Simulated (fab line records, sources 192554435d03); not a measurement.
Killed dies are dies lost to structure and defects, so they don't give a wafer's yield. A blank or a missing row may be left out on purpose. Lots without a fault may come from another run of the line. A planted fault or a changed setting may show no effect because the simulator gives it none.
Chamber matching | flow n5_finfet | N5_BEOL_M3_STRIP_19 on rie_diel-06: 4 sister chambers
The step strips in O2. 20 wafers are shown with their chamber, then 10 later ones without.

WAFERS WITH THEIR CHAMBER
wafer  | chamber | showerhead_plenum_p_Torr (Torr) | drypump_motor_current_A (A) | oes_product_au (a.u.)
L082.1 | 2       | 1.96                            | 5.9                         | 0.79
L082.2 | 0       | 2.09                            | 5.5                         | 0.93
L082.3 | 3       | 2.05                            | 5.8                         | 0.70
L082.4 | 1       | 2.12                            | 5.4                         | 0.85
L082.5 | 0       | 2.09                            | 5.5                         | 0.92
L082.6 | 3       | 2.05                            | 5.8                         | 0.71
L083.2 | 1       | 2.12                            | 5.4                         | 0.85
L083.5 | 2       | 1.96                            | 5.8                         | 0.78
L083.6 | 3       | 2.05                            | 5.8                         | 0.70
L084.1 | 0       | 2.09                            | 5.5                         | 0.91
L084.4 | 1       | 2.11                            | 5.4                         | 0.84
L084.6 | 2       | 1.96                            | 5.8                         | 0.78
L087.1 | 0       | 2.08                            | 5.5                         | 0.90
L087.2 | 1       | 2.11                            | 5.4                         | 0.85
L087.3 | 2       | 1.96                            | 5.9                         | 0.78
L087.4 | 1       | 2.11                            | 5.4                         | 0.84
L087.5 | 0       | 2.08                            | 5.5                         | 0.91
L087.6 | 2       | 1.96                            | 5.8                         | 0.79
L091.1 | 3       | 2.05                            | 5.8                         | 0.69
L091.4 | 2       | 1.96                            | 5.9                         | 0.78

SIGNATURES (means of the wafers above)
reading                  | chamber 0 | chamber 1 | chamber 2 | chamber 3 | scatter within a chamber
showerhead_plenum_p_Torr | 2.0860    | 2.1140    | 1.9600    | 2.0500    | 0.00387
drypump_motor_current_A  | 5.500     | 5.400     | 5.850     | 5.800     | 0.0306
oes_product_au           | 0.9140    | 0.8460    | 0.7833    | 0.7000    | 0.0078
Rule: a wafer's distance from a chamber is the root of the sum, over the readings, of the square of ((its reading less the chamber's mean) divided by the reading's scatter). The wafer belongs to the nearest chamber; if the next one is less than 2 further off, it can't be placed. The scatter: the root of (the sum of the squares of (reading less its chamber's mean) over the shown wafers, divided by (wafers less chambers)).

WAFERS WITHOUT THEIR CHAMBER
wafer  | showerhead_plenum_p_Torr (Torr) | drypump_motor_current_A (A) | oes_product_au (a.u.)
L091.5 | 2.05                            | 5.8                         | 0.69
L093.3 | 1.96                            | 5.9                         | 0.77
L093.4 | 2.11                            | 5.4                         | 0.83
L093.6 | 2.08                            | 5.5                         | 0.87
L095.1 | 2.08                            | 5.5                         | 0.87
L095.2 | 2.04                            | 5.8                         | 0.68
L095.3 | 2.11                            | 5.4                         | 0.82
L095.4 | 1.95                            | 5.8                         | 0.77
L095.5 | 2.04                            | 5.8                         | 0.68
L095.6 | 2.08                            | 5.5                         | 0.88

WHICH CHAMBER EACH WENT THROUGH
wafer  | from the rows above | in truth
L091.5 | 3                   | 3
L093.3 | 2                   | 2
L093.4 | 1                   | 1
L093.6 | 0                   | 0
L095.1 | 0                   | 0
L095.2 | 3                   | 3
L095.3 | 1                   | 1
L095.4 | 2                   | 2
L095.5 | 3                   | 3
L095.6 | 0                   | 0
Placed correctly: 10 of 10. Can't be placed from these rows: 0. Placed wrongly: 0.
